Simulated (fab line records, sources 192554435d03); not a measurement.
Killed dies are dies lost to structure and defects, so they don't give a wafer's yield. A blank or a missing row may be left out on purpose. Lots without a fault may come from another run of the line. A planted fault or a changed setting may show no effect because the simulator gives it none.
Problem report in the 8D (eight disciplines) form, filled by code | flow n5_finfet | the parts of the form that need people (team, actions taken, sign-off) are left out

1. THE PROBLEM
oes_product_au at N5_BEOL_M0_SAQP_MANDREL2_REMOVE_110 reads a mean of 0.891 a.u. on 2 wafers of 2 lots; wafers without a fault read 1.001 a.u. with a standard deviation of 0.018. That is -6.1 standard deviations from the usual mean.
The step: chemistry HBr/Cl2/O2, target a-Si, stops on SiCN, bt time 10 s.
First seen on wafer L786.4, day 7 20:22, on rie_si-03. The record holds 24 wafers of 8 lots with a number at this step. Rule for "out", or "out of limits": more than 4 standard deviations from the usual mean. The other wafers with a number count as sound.

2. WHAT IT IS AND WHAT IT IS NOT
question                    | is                   | is not
which readings at this step | oes_product_au       | drypump_motor_current_A, oes_o_777_au, throttle_valve_pct
which lots                  | L786, L787           | L780, L783, L792, L798, L799, L800
which wafers of those lots  | L786.4, L787.1       | L786.1, L786.2, L787.2, L787.4
read on which tools         | rie_si-03, rie_si-04 | rie_si-05
when                        | from day 7 20:22     | up to then (8 sound wafers); but 14 sound wafers of L787, L792, L798, L799, L800 came after

3. SUSPECTS, AND WHAT RULES EACH OUT
Counting: a tool at a process step up to the reading stays a suspect if it ran every lot that is out. Sound lots after the first of them don't rule it out here, since some wafers of a struck lot are sound.
- rie_diel-01 at N5_BEOL_M0_SAQP_ETCH_83 (etches SiARC in CF4, target depth 39 nm, time 65 s): kept. It ran every lot that is out, first L786 (day 7 17:04); its last sound lot up to then is L780 (day 6 09:30).
- rie_diel-01 at N5_BEOL_M0_SAQP_SPACER2_ETCHBACK_27 (etches SiO2 in CHF3/O2, target depth 22.5 nm, time 11.25 s): kept. It ran every lot that is out, first L786 (day 7 20:17); its last sound lot up to then is L780 (day 6 12:44).
- Within rie_diel-01 at N5_BEOL_M0_SAQP_SPACER2_ETCHBACK_27: the wafers that are out ran in chamber 2; their sound lot-mates ran in chambers 0, 1, 3.
Left after counting: rie_diel-01 at N5_BEOL_M0_SAQP_ETCH_83, rie_diel-01 at N5_BEOL_M0_SAQP_SPACER2_ETCHBACK_27.

4. THE CAUSE (what the simulator had put in)
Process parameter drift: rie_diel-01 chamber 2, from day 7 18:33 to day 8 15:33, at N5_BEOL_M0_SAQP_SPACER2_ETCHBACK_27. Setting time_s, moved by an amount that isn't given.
Counting left 2 suspects, and this tool is among them.

5. THE CHAIN OF EFFECTS, in route order
Each row: a reading whose mean over the struck wafers that have a number lies more than 3 standard deviations from the usual. Only readings for which the record gives a usual standard deviation are gone through. hours: the time from each lot's start at the first step in this table that gives one to its start at this step, as a median over the lots. sigmas: the change in usual standard deviations.
hours | step                                | reading              | usual      | on struck wafers | change | sigmas
0     | N5_BEOL_M0_SAQP_MANDREL2_REMOVE_110 | oes_product_au       | 1.001 a.u. | 0.891            | -0.110 | -6.1
128   | N5_PASSIVATION_PROBE_49             | defect_limited_yield | 91.0 %     | 70.8             | -20.2  | -13
128   | N5_PASSIVATION_PROBE_49             | killed_at_M0_to_M3   | 32         | 276              | +244   | +25
128   | N5_PASSIVATION_PROBE_49             | killed_dies          | 106        | 344              | +238   | +13
128   | N5_PASSIVATION_PROBE_49             | sort_bin_5_function  | 5.3 %      | 25.9             | +20.6  | +21
128   | N5_PASSIVATION_PROBE_49             | sort_bin_8_speed     | 0.00 %     | 0.12             | +0.12  | +3.5
128   | N5_PASSIVATION_PROBE_49             | sort_n_pass          | 1074       | 834              | -240   | -13
128   | N5_PASSIVATION_PROBE_49             | sort_yield_pct       | 91.0 %     | 70.7             | -20.3  | -14
The process steps in it:
- N5_BEOL_M0_SAQP_MANDREL2_REMOVE_110: chemistry HBr/Cl2/O2, target a-Si, stops on SiCN, bt time 10 s.
- N5_PASSIVATION_PROBE_49
Later measuring or inspecting steps at which every struck wafer that the step has a row for has a number for every such reading, and none has moved that far: N5_BEOL_M4_RC_MEAS_101.

6. WHAT WOULD HAVE CAUGHT IT SOONER
In this record the first reading out of limits was taken at day 7 20:22, 2 hours after the fault began at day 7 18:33.
Of the tool readings at N5_BEOL_M0_SAQP_SPACER2_ETCHBACK_27 for which the record gives a usual standard deviation, none was out on any struck wafer, so an alarm limit of 4 standard deviations on them would not have fired.
Of the lots that are out (2), L787 began N5_BEOL_M0_SAQP_SPACER2_ETCHBACK_27 on rie_diel-01 after day 7 20:22. A hold on the tool at that time would have spared it.
